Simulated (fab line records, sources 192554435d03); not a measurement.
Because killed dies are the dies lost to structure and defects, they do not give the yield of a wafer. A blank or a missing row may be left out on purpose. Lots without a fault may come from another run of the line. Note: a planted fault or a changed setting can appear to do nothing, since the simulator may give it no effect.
Matching of chambers    flow n5Finfet    rieDiel-04 running N5_FIN_SAQP_STRIP_55: 4 sister chambers
The step strips in N2/H2. 20 wafers are shown with their chamber, then 10 later ones without.

WAFERS WITH THEIR CHAMBER
wafer   chamber  throttleValvePct (%)  drypumpMotorCurrentA (A)  showerheadPlenumPTorr (Torr)
L076.1  2        18.1                  5.4                       3.41
L076.3  0        18.6                  5.1                       3.31
L076.6  3        19.5                  5.9                       3.19
L079.1  1        19.4                  6.6                       3.29
L079.4  2        18.1                  5.4                       3.41
L079.6  3        19.5                  5.9                       3.19
L082.2  3        19.5                  5.9                       3.18
L082.4  1        19.4                  6.5                       3.29
L082.5  0        18.7                  5.1                       3.30
L086.1  3        19.5                  5.9                       3.18
L086.2  2        18.2                  5.5                       3.40
L086.4  1        19.4                  6.5                       3.29
L087.1  1        19.4                  6.6                       3.29
L087.5  1        19.4                  6.5                       3.29
L087.6  2        18.2                  5.5                       3.40
L088.2  3        19.5                  5.9                       3.18
L088.3  1        19.4                  6.5                       3.29
L088.5  2        18.2                  5.4                       3.39
L089.1  1        19.4                  6.5                       3.28
L089.3  2        18.2                  5.5                       3.39

SIGNATURES (means of the wafers above)
reading                chamber 0  chamber 1  chamber 2  chamber 3  scatter within a chamber
throttleValvePct       18.650     19.400     18.167     19.500     0.0339
drypumpMotorCurrentA   5.100      6.529      5.450      5.900      0.0428
showerheadPlenumPTorr  3.3050     3.2886     3.4000     3.1840     0.0064
Rule: a wafer lies at a distance from a chamber equal to the root of the sum of squares, over the readings, of (its reading less the chamber's mean, divided by the reading's scatter). If the next closest chamber is less than 2 further off than the closest, the wafer can't be placed; otherwise it belongs to the closest. The scatter: the root of (the sum of the squares of (reading less its chamber's mean) over the shown wafers, divided by (wafers less chambers)).

WAFERS MISSING THEIR CHAMBER
wafer   throttleValvePct (%)  drypumpMotorCurrentA (A)  showerheadPlenumPTorr (Torr)
L089.4  19.5                  5.9                       3.18
L090.4  18.2                  5.4                       3.39
L090.5  19.5                  5.9                       3.18
L090.6  18.2                  5.4                       3.39
L093.2  18.7                  5.1                       3.29
L093.3  18.2                  5.4                       3.39
L093.5  19.4                  6.6                       3.28
L096.1  18.2                  5.4                       3.39
L096.5  18.2                  5.4                       3.39
L096.6  18.7                  5.1                       3.28

CHAMBER TAKEN BY EACH
wafer   from the rows above  in truth
L089.4  3                    3
L090.4  2                    2
L090.5  3                    3
L090.6  2                    2
L093.2  0                    0
L093.3  2                    2
L093.5  1                    1
L096.1  2                    2
L096.5  2                    2
L096.6  0                    0
Placed correctly: 10 of 10. Not placeable from these rows: 0. Wrongly placed: 0.
